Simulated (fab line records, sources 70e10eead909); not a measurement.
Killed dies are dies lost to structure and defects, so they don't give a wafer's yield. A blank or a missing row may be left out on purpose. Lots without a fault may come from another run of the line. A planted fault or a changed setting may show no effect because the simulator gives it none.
Chamber matching | flow nand_harc | NHARC_A_M1_ETCH_35 on rie_diel-12: 4 sister chambers
The step etches the open film in N2/H2, target depth 40 nm, overetch 12 nm, time 43.94 s. 4 wafers are shown with their chamber, then 7 later ones without.

WAFERS WITH THEIR CHAMBER
wafer  | chamber | drypump_motor_current_A (A)
L082.5 | 1       | 6.1
L084.6 | 3       | 5.6
L087.2 | 0       | 5.0
L087.3 | 2       | 5.6

WAFERS WITHOUT THEIR CHAMBER
wafer  | drypump_motor_current_A (A)
L087.5 | 5.6
L094.1 | 6.1
L094.2 | 5.7
L094.4 | 5.0
L093.1 | 5.0
L093.5 | 5.6
L093.6 | 6.0

WHICH CHAMBER EACH WENT THROUGH
wafer  | from the rows above     | in truth
L087.5 | can't be placed: 2 or 3 | 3
L094.1 | 1                       | 1
L094.2 | can't be placed: 2 or 3 | 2
L094.4 | 0                       | 0
L093.1 | 0                       | 0
L093.5 | can't be placed: 2 or 3 | 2
L093.6 | 1                       | 1
Placed correctly: 4 of 7. Can't be placed from these rows: 3 (the true chamber is among the candidates in 3). Placed wrongly: 0.
How it was worked out, from the rows above alone: a wafer's distance from a chamber is the root of the sum, over the readings, of the square of ((its reading less the chamber's mean) divided by the reading's scatter). The wafer belongs to the nearest chamber; if the next one is less than 2 further off, it can't be placed. A chamber's mean is the mean of its shown wafers. The scatter: with one shown wafer a chamber, the root of the mean of the squares of how far each hidden wafer lies from its nearest shown one.
